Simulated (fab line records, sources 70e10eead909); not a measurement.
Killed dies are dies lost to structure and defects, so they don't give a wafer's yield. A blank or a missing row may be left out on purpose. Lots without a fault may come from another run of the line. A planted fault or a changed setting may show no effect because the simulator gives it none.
Chamber matching | flow nand_harc | NHARC_A_CONTACT_ETCH_92 on rie_diel-02: 4 sister chambers
The step etches the open film in CH3F/O2, target depth 40 nm, time 85.7 s. 4 wafers are shown with their chamber, then 7 later ones without.

WAFERS WITH THEIR CHAMBER
wafer  | chamber | showerhead_plenum_p_Torr (Torr)
L085.1 | 1       | 2.54
L085.6 | 0       | 2.65
L089.3 | 2       | 2.48
L089.5 | 3       | 2.64

WAFERS WITHOUT THEIR CHAMBER
wafer  | showerhead_plenum_p_Torr (Torr)
L089.6 | 2.64
L096.2 | 2.48
L096.3 | 2.63
L096.4 | 2.64
L096.1 | 2.53
L096.5 | 2.48
L096.6 | 2.63

WHICH CHAMBER EACH WENT THROUGH
wafer  | from the rows above     | in truth
L089.6 | can't be placed: 3 or 0 | 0
L096.2 | 2                       | 2
L096.3 | can't be placed: 3 or 0 | 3
L096.4 | can't be placed: 3 or 0 | 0
L096.1 | 1                       | 1
L096.5 | 2                       | 2
L096.6 | can't be placed: 3 or 0 | 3
Placed correctly: 3 of 7. Can't be placed from these rows: 4 (the true chamber is among the candidates in 4). Placed wrongly: 0.
How it was worked out, from the rows above alone: a wafer's distance from a chamber is the root of the sum, over the readings, of the square of ((its reading less the chamber's mean) divided by the reading's scatter). The wafer belongs to the nearest chamber; if the next one is less than 2 further off, it can't be placed. A chamber's mean is the mean of its shown wafers. The scatter: with one shown wafer a chamber, the root of the mean of the squares of how far each hidden wafer lies from its nearest shown one.
